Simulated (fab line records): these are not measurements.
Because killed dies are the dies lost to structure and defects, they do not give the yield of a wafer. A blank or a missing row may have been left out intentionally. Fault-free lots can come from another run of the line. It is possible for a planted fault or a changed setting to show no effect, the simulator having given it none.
Chamber matching ; flow n5 finfet ; 4 sister chambers for N5_BEOL_M11_VIA_ETCH_34 on rie diel-02
The step etches SiCOH lowk in C4F6/O2, target depth 184.5 nm, time 69.2 s. 16 wafers are shown with their chamber, then 8 later ones without.

## EACH WAFER AND ITS CHAMBER
wafer;chamber;showerhead plenum p Torr (Torr);throttle valve pct (%);drypump motor current A (A)
L075.1;2;2.86;21.25;5.8
L075.4;3;2.69;21.19;4.9
L075.6;1;2.82;20.75;6.4
L078.1;2;2.86;21.26;5.9
L078.3;0;2.90;20.66;5.7
L078.4;3;2.68;21.20;4.9
L080.2;0;2.89;20.66;5.7
L080.3;2;2.86;21.28;5.9
L080.6;2;2.86;21.27;5.9
L079.1;1;2.82;20.76;6.3
L079.3;0;2.89;20.66;5.7
L079.4;3;2.68;21.21;4.9
L085.2;3;2.68;21.22;4.9
L085.3;0;2.89;20.66;5.7
L085.5;0;2.89;20.66;5.7
L088.2;3;2.68;21.22;4.9

SIGNATURES, as means of the wafers listed above
reading;chamber 0;chamber 1;chamber 2;chamber 3;scatter within a chamber
showerhead plenum p Torr;2.8920;2.8200;2.8600;2.6820;0.00365
throttle valve pct;20.6600;20.7550;21.2650;21.2080;0.0101
drypump motor current A;5.700;6.350;5.875;4.900;0.0323
Rule: for each reading, subtract the chamber's mean from the wafer's reading, divide by that reading's scatter and square the result; add these up over the readings and take the root, which gives the wafer's distance from the chamber. If the next closest chamber is less than 2 further off than the closest, the wafer can't be placed; otherwise it belongs to the closest. The scatter is the square root of a quotient: the sum, over the shown wafers, of each reading's squared deviation from its chamber's mean, divided by wafers minus chambers.

## WAFERS WITH NO CHAMBER GIVEN
wafer;showerhead plenum p Torr (Torr);throttle valve pct (%);drypump motor current A (A)
L088.4;2.68;21.22;4.9
L088.5;2.85;21.30;5.9
L091.3;3.01;20.85;4.9
L091.5;2.89;20.69;5.7
L091.6;2.81;20.80;6.4
L092.2;2.81;20.81;6.4
L092.3;3.01;20.84;4.9
L092.6;2.84;21.29;5.9

## CHAMBER TAKEN BY EACH
wafer;from the rows above;in truth
L088.4;3;3
L088.5;2;2
L091.3;0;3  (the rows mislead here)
L091.5;0;0
L091.6;1;1
L092.2;1;1
L092.3;0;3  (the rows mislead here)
L092.6;2;2
Correctly placed: 6 of 8. Number that these rows cannot place: 0. Number placed wrongly: 2.
